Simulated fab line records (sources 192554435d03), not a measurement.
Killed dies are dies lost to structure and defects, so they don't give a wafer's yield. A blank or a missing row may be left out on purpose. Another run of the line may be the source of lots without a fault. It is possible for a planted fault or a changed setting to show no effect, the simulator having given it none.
Chamber matching ; flow n5 finfet ; N5_BEOL_M2_ETCH_70 on rie diel-03: 4 sister chambers
The step etches SOC in N2/H2, target depth 80 nm, overetch 24 nm, time 130 s. 4 wafers are shown with their chamber, then 8 later ones without.

## WAFERS WITH THEIR CHAMBER
wafer;chamber;drypump motor current A (A)
L091.4;1;5.5
L091.6;2;5.0
L093.6;3;6.0
L094.1;0;5.2

## WAFERS MISSING THEIR CHAMBER
wafer;drypump motor current A (A)
L094.5;5.5
L094.6;5.2
L096.1;5.2
L096.5;5.0
L096.6;5.5
L097.1;5.5
L097.2;5.0
L097.3;5.9

## CHAMBER TAKEN BY EACH
wafer;from the rows above;in truth
L094.5;1;1
L094.6;0;0
L096.1;0;0
L096.5;2;2
L096.6;1;1
L097.1;1;1
L097.2;2;2
L097.3;3;3
8 of 8 placed correctly. Not placeable from these rows: 0. Placed wrongly: 0.
How it was worked out, from the rows above alone: a wafer's distance from a chamber is the root of the sum, over the readings, of the square of ((its reading less the chamber's mean) divided by the reading's scatter). If the next closest chamber is less than 2 further off than the closest, the wafer can't be placed; otherwise it belongs to the closest. Each chamber's mean is taken over the wafers shown for it. The scatter: root of mean squared gap, hidden wafer to nearest shown wafer, with one shown wafer a chamber.
